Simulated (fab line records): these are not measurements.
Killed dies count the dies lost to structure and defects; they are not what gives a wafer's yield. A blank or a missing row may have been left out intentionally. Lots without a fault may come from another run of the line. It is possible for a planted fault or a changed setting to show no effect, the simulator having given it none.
Matching of chambers | flow n5 finfet | ald hk-01 running N5_MIM_TOP_ALD_01: 4 sister chambers
The step deposits HfO2, target thk 5.6 nm, pulse time 1 s, purge time 3 s. 8 wafers are shown with their chamber, then 9 later ones without.

## WAFERS WITH THEIR CHAMBER
wafer  | chamber | precursor pulse height rel
L847.5 | 2       | 0.982
L849.2 | 2       | 1.031
L861.1 | 3       | 0.998
L861.4 | 1       | 0.980
L861.5 | 1       | 0.989
L862.3 | 3       | 1.006
L862.4 | 0       | 1.016
L862.5 | 0       | 0.985

## WAFERS MISSING THEIR CHAMBER
wafer  | precursor pulse height rel
L863.1 | 0.969
L863.3 | 1.043
L863.5 | 1.030
L866.2 | 0.995
L866.5 | 0.970
L866.6 | 1.000
L868.2 | 0.990
L868.4 | 0.988
L868.6 | 1.008

## EACH ONE'S CHAMBER
wafer  | from the rows above               | in truth
L863.1 | can't be placed: 1 or 0 or 3 or 2 | 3
L863.3 | can't be placed: 2 or 3 or 0 or 1 | 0
L863.5 | can't be placed: 2 or 3 or 0 or 1 | 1
L866.2 | can't be placed: 0 or 3 or 1 or 2 | 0
L866.5 | can't be placed: 1 or 0 or 3 or 2 | 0
L866.6 | can't be placed: 0 or 3 or 2 or 1 | 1
L868.2 | can't be placed: 1 or 0 or 3 or 2 | 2
L868.4 | can't be placed: 1 or 0 or 3 or 2 | 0
L868.6 | can't be placed: 2 or 3 or 0 or 1 | 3
0 of 9 placed correctly. Not placeable from these rows: 9 (in 9, the candidates include the true chamber). Number placed wrongly: 0.
How it was worked out, from the rows above alone: a wafer's distance from a chamber is the root of the sum, over the readings, of the square of ((its reading less the chamber's mean) divided by the reading's scatter). If the next closest chamber is less than 2 further off than the closest, the wafer can't be placed; otherwise it belongs to the closest. Each chamber's mean is taken over the wafers shown for it. How the scatter is found: for the shown wafers, subtract from each reading the mean of its chamber, square and add these, divide the total by (wafers less chambers), then take the root.
